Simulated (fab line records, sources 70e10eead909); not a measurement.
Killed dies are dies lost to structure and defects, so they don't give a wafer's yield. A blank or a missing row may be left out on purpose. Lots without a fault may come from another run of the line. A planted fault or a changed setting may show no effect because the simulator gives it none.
A struck lot beside a sound one | flow nand_harc | 21 steps out of a route of 1159
Sound: wafers L201.1, L201.3, L201.5. Struck: wafers L209.3, L209.5, L209.6. The cause comes at the end.
At each step with rows: each side's tool, then ch and its chambers, then its first start. Under that, the readings that differ: sound wafers | struck wafers | difference of the means | sigmas: that difference in standard deviations of wafers without a fault.
alike: readings whose means differ by less than 2 such deviations, and words and numbers that are the same on both sides. not compared: withheld readings, readings that some wafer has no value for, bounds like >300 that may hide the same value, and numbers for which the record gives no deviation and whose values overlap.
The two part at a step that has a row with sigmas, a row that says differs or no value, or rows on one side only. Numbers that don't overlap but have no deviation are shown without sigmas and don't part them. A reading that every wafer of one side lacks parts them only if that side has two wafers or more.

NHARC_A_BLC_CMP_25: polishes, t overpolish 30 s, target thk 150 nm.
  sound on cmp-04 ch 0,1,3, day 20 09:07; struck on cmp-03 ch 0,1,3, day 22 04:11
  alike: motor_current_A, overpolish_run_s, time_to_endpoint_s
then, 1 step without rows for these wafers: NHARC_A_BLC_SRD_27.
NHARC_A_BLC_INSPECT_28:
  sound on defect_inspect-01, day 20 09:31; struck on defect_inspect-02, day 22 04:33
  reading          | sound       | struck      | difference | sigmas
  raw_defect_count | 358 250 253 | 514 475 919 | +349       | +3
then, 8 steps without rows for these wafers: NHARC_A_M0_DEP_00 (deposits SiOC, target thk 150 nm); NHARC_A_M0_DEHYDRATE_01 (time 120 s); NHARC_A_M0_HMDS_02 (time 30 s); NHARC_A_M0_COAT_33 (time 65 s); NHARC_A_M0_COAT_03 (resist thk 90 nm); NHARC_A_M0_SOFTBAKE_04 (time 55 s); NHARC_A_M0_EBR_05; NHARC_A_M0_EXPOSE_06 (exposes mask A M0, target cd 80 nm).
NHARC_A_M0_PEB_07: peb time 65 s.
  sound on litho_track-06 ch 0, day 20 10:29; struck on litho_track-06 ch 0, day 22 05:23
  reading                  | sound                | struck            | difference | sigmas
  heater_power_total_W (W) | 156.5 156.5 156.6    | 150.0 150.0 150.9 | -6.2       | -15
  plate_temp_C (C)         | 100.02 100.14 100.31 | 97.27 97.07 97.00 | -3.04      | -25
  alike: chill_plate_temp_C
then, 1 step without rows for these wafers: NHARC_A_M0_DEVELOP_08 (develop time 35 s).
NHARC_A_M0_CD_MEAS_09: target cd 80 nm.
  sound on cd_sem-01 ch 0, day 20 10:34; struck on cd_sem-01 ch 0, day 22 05:28
  reading    | sound          | struck         | difference | sigmas
  cd_nm (nm) | 80.0 80.4 80.4 | 67.8 68.1 68.1 | -12.3      | -26
NHARC_A_M0_OVL_MEAS_10: pitch 160 nm.
  sound on overlay-02, day 20 10:39; struck on overlay-02, day 22 05:32
  reading           | sound          | struck      | difference | sigmas
  overlay_x_nm (nm) | -1.0 -1.7 -1.4 | 1.2 1.2 1.1 | +2.5       | +3
  alike: overlay_y_nm
NHARC_A_M0_INSPECT_11:
  sound on defect_inspect-02, day 20 10:41; struck on defect_inspect-01, day 22 05:35
  reading          | sound    | struck   | difference | sigmas
  raw_defect_count | 37 41 47 | 15 10 13 | -29        | -2
NHARC_A_M0_DESCUM_14: chemistry O2, time 3 s.
  sound on rie_diel-07 ch 0,1, day 20 10:45; struck on rie_diel-11 ch 0,2,3, day 22 05:40
  reading               | sound             | struck            | difference | sigmas
  model.A_M0.cd_nm (nm) | 80.01 81.07 80.74 | 67.65 67.55 68.03 | -12.86     |
  alike: drypump_motor_current_A, oes_product_au, rf_vpp_V, showerhead_plenum_p_Torr, throttle_valve_pct
  not compared: rf_hours_counter_h
NHARC_A_M0_ETCH_34: etches the open film in N2/H2, target depth 40 nm, overetch 12 nm, time 43.94 s.
  sound on rie_diel-07 ch 2,3, day 20 10:58; struck on rie_diel-11 ch 0,3, day 22 05:44
  alike: drypump_motor_current_A, oes_product_au, rf_vpp_V, showerhead_plenum_p_Torr, throttle_valve_pct
  not compared: rf_hours_counter_h
NHARC_A_M0_ETCH_15: etches the open film in C4F8/Ar, target depth 150 nm, overetch 15 nm, time 82.5 s.
  sound on rie_diel-07 ch 0,1,3; struck on rie_diel-11 ch 0,2,3
  reading               | sound            | struck           | difference | sigmas
  model.A_M0.cd_nm (nm) | 79.96 80.9 80.61 | 67.42 67.09 67.8 | -13.05     |
  alike: oes_product_au, rf_vpp_V
  not compared: rf_hours_counter_h
NHARC_A_M0_CD_MEAS_16:
  sound on cd_sem-03, day 20 11:10; struck on cd_sem-03, day 22 05:56
  reading    | sound          | struck         | difference | sigmas
  cd_nm (nm) | 80.1 80.8 80.6 | 67.1 66.6 67.6 | -13.4      | -21
NHARC_A_M0_STRIP_18: strips in N2/H2.
  sound on rie_diel-11 ch 2,3, day 20 11:15; struck on rie_diel-07 ch 0,1,3, day 22 06:05
  alike: drypump_motor_current_A, oes_product_au, rf_vpp_V, showerhead_plenum_p_Torr, throttle_valve_pct
  not compared: rf_hours_counter_h

WHERE THEY PART
First at NHARC_A_BLC_INSPECT_28; last, within this record, at NHARC_A_M0_CD_MEAS_16. Later steps at which nothing parts them and some readings are alike: NHARC_A_M0_STRIP_18.

WHY: what the simulator had put in
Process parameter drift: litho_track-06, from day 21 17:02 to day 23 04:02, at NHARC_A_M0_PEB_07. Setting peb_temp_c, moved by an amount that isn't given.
